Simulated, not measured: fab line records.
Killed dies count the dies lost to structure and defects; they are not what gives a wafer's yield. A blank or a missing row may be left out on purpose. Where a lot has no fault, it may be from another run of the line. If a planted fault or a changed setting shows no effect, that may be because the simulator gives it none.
Problem report, 8D (eight disciplines) form, completed by code ; flow nand harc ; the parts of the form that need people (team, actions taken, sign-off) are left out

## 1. PROBLEM STATEMENT
thk nm at NHARC_A_ONON_D1_THK_MEAS_30 reads a mean of 1592 nm on 6 wafers of 2 lots; wafers without a fault read 1002 nm with a standard deviation of 12. Measured from the usual mean, that is +49 standard deviations.
The step: measures by ellipsometry.
First seen on wafer L453.1, day 10 11:58, on film metro-02. The record holds 39 wafers of 13 lots with a number at this step. By rule, "out" or "out of limits" means more than 4 standard deviations away from the usual mean. Any other wafer with a number is counted as sound.

## 2. WHAT IT IS, AND WHAT IT ISN'T
question;is;is not
which readings at this step;thk nm;-
which lots;L453, L455;L444, L445, L446, L447, L449, L451, L459, L461, L464, L466, L467
which wafers of those lots;all that have a number;-
read on which gauges;film metro-01, film metro-02;-
when;from day 10 11:58;"up to then (18 sound wafers); but 15 sound wafers of L459, L461, L464, L466, L467 came after"

## 3. THE SUSPECTS, EACH WITH WHAT RULES IT OUT
Counting: a tool at any process step up to the reading remains a suspect when it ran all the lots that are out and ran no sound lot after the first of those.
- the gauge at NHARC_A_ONON_D1_THK_MEAS_30: ruled out. 2 gauges (film metro-01, film metro-02) read the wafers that are out.
- pecvd onon-01 at NHARC_A_ONON_D1_DEP_28 (target thk 1000 nm): kept. It ran every lot that is out, first L453 (day 10 11:27), and no sound lot after that; its last sound lot up to then is L451 (day 9 19:52).
After counting, what remains is pecvd onon-01 at NHARC_A_ONON_D1_DEP_28.

## 4. THE CAUSE (what the simulator had put in)
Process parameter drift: pecvd onon-01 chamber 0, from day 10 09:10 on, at NHARC_A_ONON_D1_DEP_28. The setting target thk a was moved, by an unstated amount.
Only this tool survived the counting.

## 5. THE CHAIN OF EFFECTS, in route order
Each row: a reading where the mean over the struck wafers with a number is more than 3 standard deviations away from the usual. Only readings for which the record gives a usual standard deviation are gone through. hours: the time from each lot's start at the first step in this table that gives one to its start at this step, as a median over the lots. sigmas: the change in usual standard deviations.
hours;step;reading;usual;on struck wafers;change;sigmas
0;NHARC_A_ONON_D1_THK_MEAS_30;thk nm;1002 nm;1592;+590;+49
279;NHARC_END_SORT_01;killed at array;29;672;+643;+64
279;NHARC_END_SORT_01;killed dies;33;677;+644;+59

## 6. HOW IT WOULD HAVE BEEN CAUGHT EARLIER
The first out-of-limits reading at a measuring or inspecting step in this record came at day 10 11:58, 3 hours after the fault's start at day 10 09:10.
Among the 2 lots that are out, L455 began NHARC_A_ONON_D1_DEP_28 on pecvd onon-01 after day 10 11:58. A tool hold placed at that time would have kept it from harm.
